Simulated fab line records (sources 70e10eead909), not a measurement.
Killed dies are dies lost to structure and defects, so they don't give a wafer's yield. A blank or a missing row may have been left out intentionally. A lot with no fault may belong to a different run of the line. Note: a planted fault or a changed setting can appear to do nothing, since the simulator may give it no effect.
Struck lot and sound lot, side by side | flow nand-harc | 44 out of 1302 route steps
Sound: these wafers, L480.1, L480.2, L480.4. Wafers L471.1, L471.3, L471.5 were the ones struck. The cause comes at the end.
Each step with rows lists, per side, the tool, then ch with its chambers, then its first start. Under that, the readings that differ: sound wafers | struck wafers | difference of the means | sigmas: that difference in standard deviations of wafers without a fault.
alike: readings whose means differ by less than 2 such deviations, and words and numbers that are the same on both sides. not compared: withheld readings, readings that some wafer has no value for, bounds like >300 that may hide the same value, and numbers for which the record gives no deviation and whose values overlap.
The two part at a step that has a row with sigmas, a row that says differs or no value, or rows on one side only. Numbers that don't overlap but have no deviation are shown without sigmas and don't part them. A reading that every wafer of one side lacks parts them only if that side has two wafers or more.

first, 1 step without rows for these wafers: NHARC_P_GATE_DEVELOP_25 (develop time 35 s).
NHARC_P_GATE_CD_MEAS_26 targets a cd of 120 nm.
  sound on cd-sem-02 ch 0, day 13 21:25; struck on cd-sem-02 ch 0, day 10 07:04
  alike: cd-nm
NHARC_P_GATE_OVL_MEAS_27:
  sound on overlay-02 at day 13 21:29; struck on overlay-02 at day 10 07:09
  alike: overlay-x-nm, overlay-y-nm
NHARC_P_GATE_INSPECT_28:
  sound on defect-inspect-01 at day 13 21:32; struck on defect-inspect-02 at day 10 07:11
  alike: raw-defect-count
then, 1 step without rows for these wafers: NHARC_P_GATE_DESCUM_31 (chemistry O2, time 3 s).
NHARC_P_GATE_ETCH_104: etches the open film in CF4/CHF3, target depth 60 nm.
  sound on rie-diel-12 ch 1,2,3, day 13 21:41; struck on rie-diel-08 ch 0,2, day 10 07:20
  alike: drypump-motor-current-A, oes-product-au, rf-vpp-V, showerhead-plenum-p-Torr, throttle-valve-pct
then, 3 steps without rows for these wafers: NHARC_P_GATE_HM_OPEN_105 (chemistry O2/COS, target depth 360 nm); NHARC_P_GATE_STRIP_106 (strips in O2/COS); NHARC_P_GATE_ETCH_114 (etches the open film in CF4/O2, target depth 30 nm, overetch 3 nm, time 16.5 s).
NHARC_P_GATE_ETCH_32: etches the open film in HBr/Cl2, target depth 150 nm, time 100.1 s.
  sound on rie-si-04 ch 0,1,2, day 13 22:04; struck on rie-si-02 ch 0,1,2, day 10 07:44
  alike: drypump-motor-current-A, oes-product-au, throttle-valve-pct
  not compared: rf-hours-counter-h
then, 1 step without rows for these wafers: NHARC_P_GATE_STRIP_108 (strips in O2).
NHARC_P_GATE_CD_MEAS_33:
  sound on cd-sem-02 at day 13 22:23; struck on cd-sem-02 at day 10 08:04
  alike: cd-nm
NHARC_P_GATE_STRIP_35: strips in SPM, time 600 s.
  sound on wet-bench-07 ch 2,3,6, day 13 22:29; struck on wet-bench-07 ch 3,4,5, day 10 08:11
then, 2 steps without rows for these wafers: NHARC_P_GATE_PRECLEAN_73 (cleans in SC1); NHARC_P_GATE_SRD_74.
NHARC_P_GATE_ALD_36: deposits SiNx, target thk 20 nm, pulse time 60 s, ald cycles 223.
  sound on ald-sin-01 ch 0,1,3, day 13 22:51; struck on ald-sin-03 ch 2,3, day 10 08:32
  alike: heater-power-w, precursor-pulse-height-rel
then, 14 steps without rows for these wafers: NHARC_P_GATE_ETCHBACK_37 (etches the open film in CHF3/O2, target depth 34.5 nm, time 17.2 s); NHARC_P_GATE_STRIP_101 (strips in O2, time 20 s); NHARC_P_GATE_PRECLEAN_97 (cleans in SPM, time 600 s); NHARC_P_GATE_SRD_98; NHARC_P_GATE_PRECLEAN_99 (cleans in SC1); NHARC_P_GATE_SRD_100; NHARC_P_GATE_DEHYDRATE_38 (time 120 s); NHARC_P_GATE_HMDS_39 (time 30 s); NHARC_P_GATE_COAT_40; NHARC_P_GATE_SOFTBAKE_41 (time 95 s); NHARC_P_GATE_EBR_42; NHARC_P_GATE_EXPOSE_43 (exposes mask P NSD, target cd 720 nm); NHARC_P_GATE_PEB_44 (peb time 85 s); NHARC_P_GATE_DEVELOP_45 (time 70 s).
NHARC_P_GATE_CD_MEAS_46 targets a cd of 720 nm.
  sound on cd-sem-03 ch 0, day 14 09:23; struck on cd-sem-02 ch 0, day 10 19:01
  alike: cd-nm
then, 1 step without rows for these wafers: NHARC_P_GATE_HARDBAKE_47 (time 80 s).
NHARC_P_GATE_DESCUM_48: chemistry O2, time 3 s.
  sound on rie-diel-02 ch 0,2,3, day 14 09:32; struck on rie-diel-02 ch 0, day 10 19:10
  alike: drypump-motor-current-A, oes-product-au, rf-vpp-V, showerhead-plenum-p-Torr, throttle-valve-pct
  not compared: rf-hours-counter-h
then, 1 step without rows for these wafers: NHARC_P_GATE_IMPLANT_49.
NHARC_P_GATE_STRIP_111: strips in N2/H2, time 250 s.
  sound on plasma-asher-02 ch 0,1, day 14 09:55; struck on plasma-asher-01 ch 0,1, day 10 19:48
  alike: drypump-motor-current-A, heater-power-w
  not compared: rf-hours-counter-h
then, 7 steps without rows for these wafers: NHARC_P_GATE_STRIP_75 (strips in O2); NHARC_P_GATE_STRIP_50 (strips in SPM, time 900 s); NHARC_P_GATE_DEHYDRATE_51 (time 120 s); NHARC_P_GATE_HMDS_52 (time 30 s); NHARC_P_GATE_COAT_53; NHARC_P_GATE_SOFTBAKE_54 (time 95 s); NHARC_P_GATE_EBR_55.
NHARC_P_GATE_INSPECT_68:
  sound on defect-inspect-01 at day 14 15:40; struck on defect-inspect-02 at day 11 02:49
  reading          | sound       | struck         | difference | sigmas
  raw-defect-count | 266 137 271 | 1202 1274 1292 | +1031      | +15
-- jump in the record: it breaks off in module P_GATE and resumes in module END (first step shown: number 1302 of the route), and 20 days separate the struck wafers' starts before and after --
NHARC_END_SORT_01:
  the record has rows for the struck wafers here (prober-02 ch 0, day 30 19:57) and none for the sound ones

== WHERE THEY PART ==
Last at NHARC_END_SORT_01 as far as this record goes, first at NHARC_P_GATE_INSPECT_68.

WHY: the cause the simulator had injected
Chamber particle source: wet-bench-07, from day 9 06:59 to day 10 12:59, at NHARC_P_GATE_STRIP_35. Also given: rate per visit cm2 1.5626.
